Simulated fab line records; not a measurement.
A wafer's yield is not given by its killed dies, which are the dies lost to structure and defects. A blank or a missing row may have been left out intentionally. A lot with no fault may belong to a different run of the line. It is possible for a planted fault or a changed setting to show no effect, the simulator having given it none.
Chamber matching	flow n5-finfet	N5_FIN_SAQP_STRIP_55 on rie-diel-03 has 4 sister chambers
The step strips in N2/H2. 4 wafers are shown with their chamber, then 9 later ones without.

## WAFERS, EACH WITH ITS CHAMBER
wafer	chamber	showerhead-plenum-p-Torr (Torr)
L084.6	3	3.18
L087.4	0	3.40
L087.5	2	3.21
L087.6	1	3.33

## WAFERS WITHOUT THEIR CHAMBER
wafer	showerhead-plenum-p-Torr (Torr)
L088.1	3.17
L088.2	3.40
L088.4	3.20
L096.3	3.39
L096.5	3.39
L096.6	3.20
L097.1	3.57
L097.3	3.32
L097.5	3.20

## WHICH CHAMBER EACH ONE RAN IN
wafer	from the rows above	in truth
L088.1	can't be placed: 3 or 2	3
L088.2	can't be placed: 0 or 1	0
L088.4	can't be placed: 2 or 3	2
L096.3	can't be placed: 0 or 1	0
L096.5	can't be placed: 0 or 1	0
L096.6	can't be placed: 2 or 3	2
L097.1	can't be placed: 0 or 1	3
L097.3	can't be placed: 1 or 0 or 2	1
L097.5	can't be placed: 2 or 3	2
Correct placement for 0 of the 9. Cannot be placed on the basis of these rows: 9; the candidates contain the true chamber in 8. 0 placed wrongly.
How it was worked out, from the rows above alone: a wafer's distance from a chamber is the root of the sum, over the readings, of the square of ((its reading less the chamber's mean) divided by the reading's scatter). The wafer belongs to the nearest chamber; if the next one is less than 2 further off, it can't be placed. Each chamber's mean is taken over the wafers shown for it. The scatter: with one shown wafer a chamber, the root of the mean of the squares of how far each hidden wafer lies from its nearest shown one.
